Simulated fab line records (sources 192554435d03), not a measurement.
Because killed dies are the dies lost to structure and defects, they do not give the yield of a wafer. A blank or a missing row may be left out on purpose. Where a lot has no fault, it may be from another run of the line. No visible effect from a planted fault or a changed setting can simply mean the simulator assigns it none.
fab line records :: flow n5Finfet
record
  lots=3
  wafers=9
  lastDay=17
route steps=1938 shown PMOS_HMC_CHANNEL_EPI@71 FIN_SAQP@90 BEOL_M4@1111 PASSIVATION@1936
lots with no fault: from the same line, run without faults
startH: hours from the record's first day to the start of the lot's first wafer shown :: waitH: how many hours have passed since the lot's step before this one :: " unchanged from the row above :: L1.1+2: one row covering several wafers at once :: - no value, or no start was given :: * or withheld: withheld :: < > ~ a bound
route shown NAME@n: names a module that has steps shown in the file, with the first one's number in the route :: usual: mean/standard deviation of fault-free wafers :: same: alike in all rows :: chamber/n: place in a boat :: sites: each site's reading :: _std_site: the standard deviation of these :: _edge_site: outer sites' mean less inner sites' :: radiusMm: how far each site lies from the wafer's centre :: mask NAME#n: copy n :: behind: the last tool/chamber to shape the wafer :: hold: why the lot went on hold/how many hours it stayed there/how the hold came to an end :: device: names the non-switching transistor (n, p or np) :: end of line: the route-end tests of the same wafers :: a step given without rows: its recipe and nothing more :: killed: dies that structure and defects cost at the first sort, which is not the same as the wafer's yield :: map: a wafer's dies, x killed, . not, _ none there
set.NAME: the setting as run; set.NAME@STEP: as run at that earlier step :: model.NAME: the simulator's own value behind a step, which no gauge read
a table for each step, a row for each wafer; lots at some steps of the route
## steps
# step N5_PMOS_HMC_CHANNEL_EPI_STRIP_33
# recipe
  chemistry=N2/H2
  powerW=500
  tempC=40
  pressureMtorr=50
  rfFrequencyHz=6e+07
  overashFraction=0.3
  biasPowerW=8
  h2Frac=0.5
  n2FlowSccm=300
  h2FlowSccm=300
# step N5_PMOS_HMC_CHANNEL_EPI_STRIP_17
# recipe
  chemistry=SPM
  timeS=750
  tempC=130
  h2so4H2o2VolRatio=4
  dry=ipaMarangoni
# step N5_PMOS_HMC_CHANNEL_EPI_ETCH_38
# recipe
  chemistry=CF4
  target=SiO2
  targetDepthA=15
  ionEnergyEv=350
  pressureMtorr=10
  icpW=800
  biasW=400
  cf4FlowSccm=80
# step N5_PMOS_HMC_CHANNEL_EPI_FIN_RECESS_16
# recipe
  chemistry=HBr/Cl2
  target=Si
  maskMaterial=SiO2
  targetDepthA=540
  timeS=18
  pressureMtorr=10
  icpW=800
  biasW=75
  HBr_flow_sccm=150
  Cl2_flow_sccm=80
# step N5_PMOS_HMC_CHANNEL_EPI_PRECLEAN_36
# recipe
  chemistry=O3/DIW
  timeS=45
  tempC=22
  o3Ppm=10
# step N5_PMOS_HMC_CHANNEL_EPI_PRECLEAN_18
# recipe
  chemistry=DHF
  timeS=30
  tempC=25
  dilution=withheld
# step N5_PMOS_HMC_CHANNEL_EPI_SRD_19
# recipe
  dry=ipaMarangoni
  doPpb=5
  timeS=30
  tempC=23
  rinseLiquid=diw
# step N5_PMOS_HMC_CHANNEL_EPI_EPI_20
# recipe
  material=SiGe30
  maskMaterial=SiO2
  pressureTorr=20
  targetThkA=590
  tempC=600
# step N5_PMOS_HMC_CHANNEL_EPI_HM_STRIP_35
# recipe
  chemistry=dHF
  tempC=25
  material=SiO2
  target=SiO2
  targetDepthA=396
  timeS=216
# step N5_PMOS_HMC_CHANNEL_EPI_SRD_39
# recipe
  dry=ipaMarangoni
  timeS=30
  tempC=23
  rinseLiquid=diw
# step N5_PMOS_HMC_CHANNEL_EPI_CMP_21
# recipe
  material=SiGe30
  postCmpClean=alkalineBrush
  targetThkNm=54
# step N5_PMOS_HMC_CHANNEL_EPI_PRECLEAN_40
# recipe
  chemistry=DHF
  timeS=30
  tempC=25
  dilution=withheld
# same
  timeS=30
lot.wafer: L193.2+3+6
tool: wetBench-04
chamber: 2,6,7
startH: 37.42
waitH: 0.0

lot.wafer: L197.2+4+5
tool: wetBench-04
chamber: 4,1,7
startH: 62.12
waitH: 0.0

lot.wafer: L207.1+3+4
tool: wetBench-02
chamber: 5,0,7
startH: 122.88
waitH: 0.0
# step N5_PMOS_HMC_CHANNEL_EPI_PRECLEAN_37
# recipe
  chemistry=O3/DIW
  timeS=45
  tempC=22
  o3Ppm=10
# step N5_PMOS_HMC_CHANNEL_EPI_PRECLEAN_24
# recipe
  chemistry=DHF
  timeS=30
  tempC=25
  dilution=withheld
# step N5_PMOS_HMC_CHANNEL_EPI_SRD_25
# recipe
  dry=ipaMarangoni
  doPpb=5
  timeS=30
  tempC=23
  rinseLiquid=diw
# step N5_PMOS_HMC_CHANNEL_EPI_EPI_26
# recipe
  material=Si
  targetThkA=38
  tempC=650
  precursor=SiH4/H2
  pressureTorr=20
  timeS=22.7
# step N5_PMOS_HMC_CHANNEL_EPI_INSPECT_30
# recipe
  inspectInstrument=darkfield
  mode=postEpi
# usual
  rawDefectCount=19/6.1
lot.wafer: L193.2
tool: defectInspect-01
chamber: -
startH: 37.87
waitH: 0.0
rawDefectCount: 21

lot.wafer: L193.3
tool: defectInspect-01
chamber: -
startH: 37.87
waitH: 0.0
rawDefectCount: 22

lot.wafer: L193.6
tool: defectInspect-01
chamber: -
startH: 37.87
waitH: 0.0
rawDefectCount: 17

lot.wafer: L197.2
tool: defectInspect-02
chamber: -
startH: 62.58
waitH: 0.0
rawDefectCount: 28

lot.wafer: L197.4
tool: defectInspect-02
chamber: -
startH: 62.58
waitH: 0.0
rawDefectCount: 26

lot.wafer: L197.5
tool: defectInspect-02
chamber: -
startH: 62.58
waitH: 0.0
rawDefectCount: 1003

lot.wafer: L207.1
tool: defectInspect-01
chamber: -
startH: 123.34
waitH: 0.0
rawDefectCount: 22

lot.wafer: L207.3
tool: defectInspect-01
chamber: -
startH: 123.34
waitH: 0.0
rawDefectCount: 29

lot.wafer: L207.4
tool: defectInspect-01
chamber: -
startH: 123.34
waitH: 0.0
rawDefectCount: 34
# step N5_FIN_SAQP_PRECLEAN_42
# recipe
  chemistry=O3/DIW
  timeS=60
  tempC=22
  o3Ppm=10
# step N5_FIN_SAQP_PRECLEAN_00
# recipe
  chemistry=SC1
  timeS=60
  tempC=55
  mix=1:2:50
# step N5_FIN_SAQP_PRECLEAN_44
# recipe
  chemistry=SC2
  timeS=45
  tempC=35
  mix=1:1:50
# step N5_FIN_SAQP_SRD_01
# recipe
  dry=ipaMarangoni
  timeS=30
  tempC=23
  rinseLiquid=diw
# step N5_FIN_SAQP_ALD_61
# recipe
  material=SiO2
  targetThkA=40
  tempC=300
  aldPrecursorFamily=BDEAS
  aldCoReactant=O2-plasma
  pulseTimeS=1
  purgeTimeS=2
  coReactantPurgeTimeS=2
  aldCycles=43
  pressureTorr=2
# step N5_FIN_SAQP_DENSIFY_62
# recipe
  tempC=700
  timeS=60
  ambient=N2
  idleTempC=600
  rampUpCPerS=150
  rampDownCPerS=60
  coolToC=600
# step N5_FIN_SAQP_HM_DEP_03
# recipe
  material=SiNx
  targetThkA=380
  tempC=400
  precursor=SiH4/NH3/N2
  pressureTorr=1.5
  rfW=300
  timeS=33.6
# step N5_FIN_SAQP_PECVD_47
# recipe
  material=a-Si
  targetThkA=450
  tempC=400
  precursor=SiH4/He
  pressureTorr=3
  rfW=100
  timeS=36.3
# step N5_FIN_SAQP_PECVD_48
# recipe
  material=SiNx
  targetThkA=250
  tempC=400
  precursor=SiH4/NH3/N2
  pressureTorr=1.5
  rfW=300
  timeS=22.1
# step N5_FIN_SAQP_PECVD_06
# recipe
  material=a-Si
  targetThkA=600
  tempC=400
  precursor=SiH4/He
  pressureTorr=3
  rfW=100
  timeS=48.1
# step N5_FIN_SAQP_HM_DEP_72
# recipe
  material=SiO2
  targetThkA=120
  tempC=400
  precursor=SiH4/N2O
  pressureTorr=0.75
  rfW=275
  timeS=7.2
# step N5_FIN_SAQP_COAT_49
# recipe
  resist=SOC
  tempC=250
  timeS=60
  spinRpm=1500
  resistThkNm=100
# step N5_FIN_SAQP_COAT_50
# recipe
  resist=SiARC
  tempC=220
  timeS=60
  spinRpm=1500
  resistThkNm=35
# step N5_FIN_SAQP_COAT_10
# recipe
  resist=CAR-ArF
  spinRpm=1500
  resistThkNm=90
# step N5_FIN_SAQP_EBR_12
# recipe
  solvent=PGMEA
  ebrWidthMm=1.5
# step N5_FIN_SAQP_SOFTBAKE_11
# recipe
  tempC=110
  timeS=60
  resist=CAR-ArF
# step N5_FIN_SAQP_EXPOSE_13
# recipe
  maskId=FIN_CORE
  na=1.35
  sourceShape=dipole
  sigmaInner=0.538
  sigmaOuter=0.738
  polarization=te
  targetCdNm=35.6
  doseMj=63.25
# step N5_FIN_SAQP_PEB_14
# recipe
  pebTempC=withheld
  pebTimeS=60
  resist=CAR-ArF
# step N5_FIN_SAQP_DEVELOP_15
# recipe
  developTimeS=30
  developer=TMAH
  resist=CAR-ArF
  devTempC=23
  rinseLiquid=diw
  dry=airSpin
# step N5_FIN_SAQP_INSPECT_18
# recipe
  mode=adi
  inspectInstrument=brightfield
# usual
  rawDefectCount=434/130
lot.wafer: L193.2
tool: defectInspect-01
chamber: -
startH: 39.58
waitH: 0.0
rawDefectCount: 872

lot.wafer: L193.3
tool: defectInspect-01
chamber: -
startH: 39.58
waitH: 0.0
rawDefectCount: 551

lot.wafer: L193.6
tool: defectInspect-01
chamber: -
startH: 39.58
waitH: 0.0
rawDefectCount: 614

lot.wafer: L197.2
tool: defectInspect-02
chamber: -
startH: 64.18
waitH: 0.0
rawDefectCount: 750

lot.wafer: L197.4
tool: defectInspect-02
chamber: -
startH: 64.18
waitH: 0.0
rawDefectCount: 355

lot.wafer: L197.5
tool: defectInspect-02
chamber: -
startH: 64.18
waitH: 0.0
rawDefectCount: 1457

lot.wafer: L207.1
tool: defectInspect-02
chamber: -
startH: 124.69
waitH: 0.0
rawDefectCount: 345

lot.wafer: L207.3
tool: defectInspect-02
chamber: -
startH: 124.69
waitH: 0.0
rawDefectCount: 422

lot.wafer: L207.4
tool: defectInspect-02
chamber: -
startH: 124.69
waitH: 0.0
rawDefectCount: 448
# step N5_FIN_SAQP_INSPECT_40
# recipe
  inspectInstrument=brightfield
  mode=aei
# usual
  rawDefectCount=213/60
lot.wafer: L193.2
tool: defectInspect-02
chamber: -
startH: 44.05
waitH: 0.0
rawDefectCount: 223

lot.wafer: L193.3
tool: defectInspect-02
chamber: -
startH: 44.05
waitH: 0.0
rawDefectCount: 274

lot.wafer: L193.6
tool: defectInspect-02
chamber: -
startH: 44.05
waitH: 0.0
rawDefectCount: 189

lot.wafer: L197.2
tool: defectInspect-01
chamber: -
startH: 68.86
waitH: 0.0
rawDefectCount: 258

lot.wafer: L197.4
tool: defectInspect-01
chamber: -
startH: 68.86
waitH: 0.0
rawDefectCount: 260

lot.wafer: L197.5
tool: defectInspect-01
chamber: -
startH: 68.86
waitH: 0.0
rawDefectCount: 1198

lot.wafer: L207.1
tool: defectInspect-01
chamber: -
startH: 130.46
waitH: 0.0
rawDefectCount: 300

lot.wafer: L207.3
tool: defectInspect-01
chamber: -
startH: 130.46
waitH: 0.0
rawDefectCount: 300

lot.wafer: L207.4
tool: defectInspect-01
chamber: -
startH: 130.46
waitH: 0.0
rawDefectCount: 277
# step N5_BEOL_M4_RC_MEAS_101
# usual
  DIBL_N=37.5/2.5
  DIBL_P=38/3.1
  IOFF_N=0.19/0.059
  IOFF_P=0.24/0.061
  ION_N=679/16
  ION_P=465/9.8
  SS_N=72.0/0.8
  SS_P=73.7/0.86
  VT_N=248/4.5
  VT_P=-249/3.5
lot.wafer: L193.2
tool: prober-01
chamber: 0
startH: 188.58
waitH: 0.2
DIBL_N[mV/V]: 35.6
DIBL_P[mV/V]: 37
IOFF_N[nA/um]: 0.16
IOFF_P[nA/um]: 0.24
ION_N[uA/um]: 680
ION_P[uA/um]: 472
SS_N[mV/dec]: 71.6
SS_P[mV/dec]: 73.0
VT_N[mV]: 248
VT_P[mV]: -247

lot.wafer: L193.3
tool: prober-01
chamber: 0
startH: 188.58
waitH: 0.2
DIBL_N[mV/V]: 37.6
DIBL_P[mV/V]: 37
IOFF_N[nA/um]: 0.17
IOFF_P[nA/um]: 0.23
ION_N[uA/um]: 657
ION_P[uA/um]: 454
SS_N[mV/dec]: 72.6
SS_P[mV/dec]: 73.4
VT_N[mV]: 249
VT_P[mV]: -249

lot.wafer: L193.6
tool: prober-01
chamber: 0
startH: 188.58
waitH: 0.2
DIBL_N[mV/V]: 37.2
DIBL_P[mV/V]: 37
IOFF_N[nA/um]: 0.17
IOFF_P[nA/um]: 0.22
ION_N[uA/um]: 674
ION_P[uA/um]: 462
SS_N[mV/dec]: 71.5
SS_P[mV/dec]: 73.2
VT_N[mV]: 253
VT_P[mV]: -253

lot.wafer: L197.2
tool: prober-02
chamber: 0
startH: 221.82
waitH: 0.2
DIBL_N[mV/V]: 36.5
DIBL_P[mV/V]: 38
IOFF_N[nA/um]: 0.18
IOFF_P[nA/um]: 0.23
ION_N[uA/um]: 688
ION_P[uA/um]: 464
SS_N[mV/dec]: 71.6
SS_P[mV/dec]: 73.3
VT_N[mV]: 248
VT_P[mV]: -251

lot.wafer: L197.4
tool: prober-02
chamber: 0
startH: 221.82
waitH: 0.2
DIBL_N[mV/V]: 32.1
DIBL_P[mV/V]: 32
IOFF_N[nA/um]: 0.10
IOFF_P[nA/um]: 0.15
ION_N[uA/um]: 636
ION_P[uA/um]: 444
SS_N[mV/dec]: 70.5
SS_P[mV/dec]: 72.4
VT_N[mV]: 257
VT_P[mV]: -254

lot.wafer: L197.5
tool: prober-02
chamber: 0
startH: 221.82
waitH: 0.2
DIBL_N[mV/V]: 35.6
DIBL_P[mV/V]: 36
IOFF_N[nA/um]: 0.17
IOFF_P[nA/um]: 0.20
ION_N[uA/um]: 677
ION_P[uA/um]: 459
SS_N[mV/dec]: 72.0
SS_P[mV/dec]: 73.3
VT_N[mV]: 245
VT_P[mV]: -253

lot.wafer: L207.1
tool: prober-01
chamber: 0
startH: 283.37
waitH: 0.0
DIBL_N[mV/V]: 35.7
DIBL_P[mV/V]: 35
IOFF_N[nA/um]: 0.14
IOFF_P[nA/um]: 0.17
ION_N[uA/um]: 655
ION_P[uA/um]: 441
SS_N[mV/dec]: 72.7
SS_P[mV/dec]: 73.5
VT_N[mV]: 254
VT_P[mV]: -254

lot.wafer: L207.3
tool: prober-01
chamber: 0
startH: 283.37
waitH: 0.0
DIBL_N[mV/V]: 36.3
DIBL_P[mV/V]: 34
IOFF_N[nA/um]: 0.14
IOFF_P[nA/um]: 0.16
ION_N[uA/um]: 665
ION_P[uA/um]: 445
SS_N[mV/dec]: 72.0
SS_P[mV/dec]: 72.8
VT_N[mV]: 254
VT_P[mV]: -256

lot.wafer: L207.4
tool: prober-01
chamber: 0
startH: 283.37
waitH: 0.0
DIBL_N[mV/V]: 38.9
DIBL_P[mV/V]: 38
IOFF_N[nA/um]: 0.21
IOFF_P[nA/um]: 0.23
ION_N[uA/um]: 677
ION_P[uA/um]: 451
SS_N[mV/dec]: 72.5
SS_P[mV/dec]: 74.4
VT_N[mV]: 247
VT_P[mV]: -253
# step N5_PASSIVATION_PROBE_49
# usual
  defectLimitedYield=91.0/1.4
  killed_at_M0_to_M3=35/10
  killed_at_M4_up=14/5.5
  killedAtContacts=13/5.6
  killedAtFrontEnd=41/11
  killedAtOther=4/3.4
  killedDies=106/16
  killedOpen=68/12
  killedShort=35/7.3
  sort_bin_5_function=5.3/0.89
  sort_bin_6_memory=3.4/0.67
  sort_bin_8_speed=0.01/0.11
  sortNPass=1070/28
  sortYieldPct=90.7/2.4
# same
  grossDies=1180
  killedAtBackSide=0
  sort_bin_4_leakage[%]=0
lot.wafer: L193.2
tool: prober-01
chamber: -
startH: 301.47
waitH: 0.1
defectLimitedYield[%]: 92.0
killed_at_M0_to_M3: 40
killed_at_M4_up: 13
killedAtContacts: 6
killedAtFrontEnd: 27
killedAtOther: 8
killedDies: 94
killedOpen: 58
killedShort: 30
sort_bin_5_function[%]: 4.8
sort_bin_6_memory[%]: 2.8
sort_bin_8_speed[%]: 0
sortNPass: 1086
sortYieldPct[%]: 92.0

lot.wafer: L193.3
tool: prober-01
chamber: -
startH: 301.52
waitH: 0.1
defectLimitedYield[%]: 91.4
killed_at_M0_to_M3: 23
killed_at_M4_up: 14
killedAtContacts: 9
killedAtFrontEnd: 46
killedAtOther: 9
killedDies: 101
killedOpen: 51
killedShort: 42
sort_bin_5_function[%]: 4.8
sort_bin_6_memory[%]: 3.3
sort_bin_8_speed[%]: 0
sortNPass: 1079
sortYieldPct[%]: 91.4

lot.wafer: L193.6
tool: prober-01
chamber: -
startH: 301.67
waitH: 0.3
defectLimitedYield[%]: 90.4
killed_at_M0_to_M3: 37
killed_at_M4_up: 13
killedAtContacts: 15
killedAtFrontEnd: 41
killedAtOther: 7
killedDies: 113
killedOpen: 76
killedShort: 33
sort_bin_5_function[%]: 5.7
sort_bin_6_memory[%]: 3.6
sort_bin_8_speed[%]: 0
sortNPass: 1067
sortYieldPct[%]: 90.4

lot.wafer: L197.2
tool: prober-01
chamber: -
startH: 320.00
waitH: 0.1
defectLimitedYield[%]: 91.5
killed_at_M0_to_M3: 39
killed_at_M4_up: 15
killedAtContacts: 4
killedAtFrontEnd: 31
killedAtOther: 11
killedDies: 100
killedOpen: 58
killedShort: 37
sort_bin_5_function[%]: 5.0
sort_bin_6_memory[%]: 2.9
sort_bin_8_speed[%]: 0
sortNPass: 1080
sortYieldPct[%]: 91.5

lot.wafer: L197.4
tool: prober-01
chamber: -
startH: 320.10
waitH: 0.2
defectLimitedYield[%]: 91.9
killed_at_M0_to_M3: 39
killed_at_M4_up: 11
killedAtContacts: 11
killedAtFrontEnd: 32
killedAtOther: 3
killedDies: 96
killedOpen: 59
killedShort: 33
sort_bin_5_function[%]: 5.2
sort_bin_6_memory[%]: 2.7
sort_bin_8_speed[%]: 1.36
sortNPass: 1068
sortYieldPct[%]: 90.5

lot.wafer: L197.5
tool: prober-01
chamber: -
startH: 320.15
waitH: 0.2
defectLimitedYield[%]: 84.2
killed_at_M0_to_M3: 39
killed_at_M4_up: 6
killedAtContacts: 8
killedAtFrontEnd: 127
killedAtOther: 6
killedDies: 186
killedOpen: 51
killedShort: 27
sort_bin_5_function[%]: 8.9
sort_bin_6_memory[%]: 3.5
sort_bin_8_speed[%]: 0
sortNPass: 994
sortYieldPct[%]: 84.2
# killed by level:class
L193.2 BEOL_M0_SAQP:geometricParticle:short=14 BEOL_M0_SAQP:geometricParticle:open=11 STI_FIN_REVEAL:geometricParticle:open=8 DUMMY_GATE:geometricParticle:open=8 BEOL_M2:geometricParticle:open=6 MOL_CONTACT_COAG:geometricParticle:open=5 PAD_METAL:geometricParticle:short=4 BEOL_M4:geometricParticle:open=4
L193.3 FIN_SAQP:geometricParticle:short=12 MOL_CONTACT_COAG:geometricParticle:open=8 STI_FIN_REVEAL:geometricParticle:open=7 BEOL_M0_SAQP:geometricParticle:short=7 DUMMY_GATE:geometricParticle:open=5 BEOL_M0_SAQP:geometricParticle:open=5 BEOL_M5:geometricParticle:open=5 BEOL_M1:geometricParticle:open=4
L193.6 STI_FIN_REVEAL:geometricParticle:open=15 MOL_CONTACT_COAG:geometricParticle:open=13 BEOL_M0_SAQP:geometricParticle:short=9 BEOL_M0_SAQP:geometricParticle:open=8 BEOL_M2:geometricParticle:open=6 BEOL_M3:geometricParticle:open=4 BEOL_M4:geometricParticle:open=4 ILD0:geometricParticle:short=3
L197.2 STI_FIN_REVEAL:geometricParticle:open=8 BEOL_M1:geometricParticle:open=8 BEOL_M0_SAQP:geometricParticle:short=7 BEOL_M4:geometricParticle:open=7 BEOL_M0_SAQP:geometricParticle:open=6 BEOL_M3:geometricParticle:open=6 FIN_SAQP:geometricParticle:open=5 STARTING-WAFER:geometricParticle:short=5
L197.4 BEOL_M0_SAQP:geometricParticle:short=15 BEOL_M0_SAQP:geometricParticle:open=13 MOL_CONTACT_COAG:geometricParticle:open=9 FIN_SAQP:geometricParticle:open=7 BEOL_M4:geometricParticle:open=6 FIN_SAQP:geometricParticle:short=5 BEOL_M1:geometricParticle:open=4 STARTING-WAFER:geometricParticle:open=4
L197.5 PMOS_HMC_CHANNEL_EPI:unspecified=103 BEOL_M0_SAQP:geometricParticle:open=12 BEOL_M0_SAQP:geometricParticle:short=9 MOL_CONTACT_COAG:geometricParticle:open=7 BEOL_M0:geometricParticle:open=6 FIN_SAQP:geometricParticle:short=5 BEOL_M3:geometricParticle:open=4 PASS1_CAP:geometricParticle:short=4
# map L197.5 (x killed, . not)
_________________....x....xxx________________
______________x....xx..xxx.xxxxx_____________
___________....x........xxxxxxxxxxx__________
__________x.x.......x....xxxxxxxxxxx_________
________....x.xx..x......xxxxxxxxxxxxx_______
_______..................xxxxxxxxxxxxx.______
______.........x.....x...xxxxxxxxxxxxxx._____
_____....................xxxxxxxxxxx.x...____
____.....................xxx.xxxxxxx.x....___
___..............x.........x..xxxx..xxx....__
___....x...............x....xxxx.xx........__
__.x.....x..............x...x.x.........x..._
__...................x...x.............x...x_
_.............x..............x.........x.....
_................x.x.......x..x..............
_.........x........x.x..........x............
_..x..x...........x......x.xx................
_x...........x.........x.......x.............
_......................x...x.................
_....x.......................x...............
_.............x.......x...x........x.........
__.........................................._
__..................................x......._
___......x......x..................x.......__
___.............x........x.........x...x...__
____...x..............x....x..............___
_____....................................____
______.............x.x.................._____
_______...................x.....x......______
________.............................x_______
__________.............x......x....._________
___________...............x........__________
______________............x....._____________
_________________............________________
# map L193.6 (x killed, . not)
_________________.x......x...________________
______________...x..x...x......._____________
___________....................x...__________
__________...x......................_________
________..x..........x.x..xx.........._______
_______.x..x..........x..x.x........x..______
______.......................x.x.....x.._____
_____.........x................x...x.....____
____....x..........x......................___
___...x...x..x.....x.......................__
___...........x............................__
__.........................................._
__....x....x..x...x...x.......xx..x........._
_.....x........x......x...x..................
_.x.......................x.............x.x..
_....................x.......................
_......x.........x.x............x.x..x.x.....
_......................x....xx............x..
_........x....................x..............
_x.......xx..................xx..............
_.......x.x.........x..x..x.....x............
__....................x..x.................._
__x...........................x............._
___.....x.............................x....__
___x..........................x......xx..x.__
____.......x.x............xx....x.........___
_____.............x...x...x..............____
______....x........x...................._____
_______....................xx.x....x..x______
________.......x......xx.....x........_______
__________......x.....x...xxx..x...._________
___________..x...x.................__________
______________.............xx..._____________
_________________x...........________________
## key
firstSign
  step=N5_PMOS_HMC_CHANNEL_EPI_INSPECT_30
  reading=rawDefectCount
  direction=up
  sigmas=99+
  usual=19
  struck=1003
effect
  step=N5_FIN_SAQP_INSPECT_18
  reading=rawDefectCount
  direction=up
  sigmas=7.6
  usual=434
  struck=1457
effect
  step=N5_FIN_SAQP_INSPECT_40
  reading=rawDefectCount
  direction=up
  sigmas=16
  usual=213
  struck=1198
effect
  step=N5_PASSIVATION_PROBE_49
  reading=killedAtFrontEnd
  direction=up
  sigmas=8
  usual=41
  struck=127
moreKillsBornAt
  N5_PMOS_HMC_CHANNEL_EPI_PRECLEAN_40@wetBench-04=103
metAt N5_PMOS_HMC_CHANNEL_EPI_PRECLEAN_40
struckWafers L197.5
onsetBetween 37.42 62.12
fault
  kind=chamberParticleSource
  tool=wetBench-04
  chamber=7
  onsetH=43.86
  steps=N5_PMOS_HMC_CHANNEL_EPI_PRECLEAN_40
  ratePerVisitCm2=1.4322
  endH=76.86
